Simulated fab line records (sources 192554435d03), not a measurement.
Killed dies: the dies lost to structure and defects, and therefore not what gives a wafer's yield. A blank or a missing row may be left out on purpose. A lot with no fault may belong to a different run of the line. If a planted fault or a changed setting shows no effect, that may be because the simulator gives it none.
Matching of chambers || flow n5Finfet || 4 sister chambers for N5_HKMG_FIN_HK_ALD_01 on aldHk-02
The step deposits HfO2, target thk 1.6 nm, pulse time 3 s, purge time 3 s. 4 wafers are shown with their chamber, then 10 later ones without.

EACH WAFER AND ITS CHAMBER
{"wafer": "L080.4", "chamber": 3, "precursorPulseHeightRel": 1.021}
{"wafer": "L084.5", "chamber": 2, "precursorPulseHeightRel": 1.023}
{"wafer": "L086.1", "chamber": 0, "precursorPulseHeightRel": 0.986}
{"wafer": "L086.3", "chamber": 1, "precursorPulseHeightRel": 1.022}

WAFERS WITHOUT THEIR CHAMBER
{"wafer": "L086.4", "precursorPulseHeightRel": 0.985}
{"wafer": "L088.2", "precursorPulseHeightRel": 0.994}
{"wafer": "L088.5", "precursorPulseHeightRel": 1.014}
{"wafer": "L088.6", "precursorPulseHeightRel": 1.006}
{"wafer": "L090.1", "precursorPulseHeightRel": 1.003}
{"wafer": "L090.2", "precursorPulseHeightRel": 0.979}
{"wafer": "L090.3", "precursorPulseHeightRel": 1.001}
{"wafer": "L097.2", "precursorPulseHeightRel": 1.005}
{"wafer": "L097.3", "precursorPulseHeightRel": 0.994}
{"wafer": "L097.6", "precursorPulseHeightRel": 0.979}

WHICH CHAMBER EACH ONE RAN IN
{"wafer": "L086.4", "from the rows above": 0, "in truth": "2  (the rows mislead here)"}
{"wafer": "L088.2", "from the rows above": "can't be placed: 0 or 3 or 1 or 2", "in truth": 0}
{"wafer": "L088.5", "from the rows above": "can't be placed: 3 or 1 or 2 or 0", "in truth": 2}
{"wafer": "L088.6", "from the rows above": "can't be placed: 3 or 1 or 2 or 0", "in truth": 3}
{"wafer": "L090.1", "from the rows above": "can't be placed: 0 or 3 or 1 or 2", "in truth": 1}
{"wafer": "L090.2", "from the rows above": 0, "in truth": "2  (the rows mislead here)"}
{"wafer": "L090.3", "from the rows above": "can't be placed: 0 or 3 or 1 or 2", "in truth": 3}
{"wafer": "L097.2", "from the rows above": "can't be placed: 3 or 1 or 2 or 0", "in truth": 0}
{"wafer": "L097.3", "from the rows above": "can't be placed: 0 or 3 or 1 or 2", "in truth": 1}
{"wafer": "L097.6", "from the rows above": 0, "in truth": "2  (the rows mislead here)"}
0 of 10 placed correctly. From these rows, 7 cannot be placed; in 7 the true chamber is one of the candidates. Placed wrongly: 3.
How it was worked out, from the rows above alone: a wafer's distance from a chamber is the root of the sum, over the readings, of the square of ((its reading less the chamber's mean) divided by the reading's scatter). The wafer belongs to the nearest chamber; if the next one is less than 2 further off, it can't be placed. A chamber's mean is the mean of its shown wafers. The scatter: with one shown wafer a chamber, the root of the mean of the squares of how far each hidden wafer lies from its nearest shown one.
